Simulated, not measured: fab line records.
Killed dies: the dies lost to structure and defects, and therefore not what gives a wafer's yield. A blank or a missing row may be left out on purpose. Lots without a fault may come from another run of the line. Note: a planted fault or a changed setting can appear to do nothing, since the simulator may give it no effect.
The tool behind it: which one? :: flow n5_finfet :: 29 wafers sampled from 10 lots at 1 step of a route of 1938

WHAT EACH GAUGE READ, for each wafer
N5_BEOL_M12_INSPECT_30: inspects for defects (macro).
lot: L828
measured: day 10 14:02
on: defect_inspect-01
raw_defect_count: 0 2 2

lot: L829
measured: day 10 16:48
on: defect_inspect-01
raw_defect_count: 3 5 2

lot: L830
measured: day 11 08:42
on: defect_inspect-02
raw_defect_count: 3 2 1

lot: L832
measured: day 11 19:11
on: defect_inspect-01
raw_defect_count: 3 2 3

lot: L834
measured: day 12 05:01
on: defect_inspect-02
raw_defect_count: 2 4 5

lot: L835
measured: day 12 16:52
on: defect_inspect-01
raw_defect_count: 3 4 2

lot: L847
measured: day 16 03:11
on: defect_inspect-01
raw_defect_count: 4 0 2

lot: L849
measured: day 16 07:05
on: defect_inspect-01
raw_defect_count: 3 1 2

lot: L846
measured: day 16 15:28
on: defect_inspect-01
raw_defect_count: 2 1

lot: L850
measured: day 16 19:31
on: defect_inspect-01
raw_defect_count: 3 3 5

WHAT TOOL EACH LOT RAN ON (gives the tool, then ch and the chambers of the sampled wafers, and finally the start)
Before these readings, the record contains no process step.

AS READ BY THE TOOLS THEMSELVES (means over the sampled wafers that have a number; for cases with no such wafer, the mark the record gives instead)
The record holds no such reading with a usual standard deviation.

THE ANSWER, worked out from the rows above alone
Rule: usual is defined by the lots themselves. Put in order of their means at a reading, lots are off if they are a third of the lots or fewer, leave a main group of 4 or more, and stand apart from it by a gap of 3 or more times the standard deviation of the main group's means; of several such gaps the widest counts. If all means in a main group match to the digits the tables above print for the reading, that group is not used. A lot without any number at a reading at which 4 lots or more have one is off too. Any other lot the step has rows for is counted as sound. Order of review: gauges by route order, followed by the tools' own readings, for which a lot's mean as printed above is used. The first step at which some lot is off is used, and at that step the reading that is off furthest; a lot without a number counts as furthest.
None of the lots is off at any reading shown; this tells nothing.

WHAT THE SIMULATOR HAD INSERTED
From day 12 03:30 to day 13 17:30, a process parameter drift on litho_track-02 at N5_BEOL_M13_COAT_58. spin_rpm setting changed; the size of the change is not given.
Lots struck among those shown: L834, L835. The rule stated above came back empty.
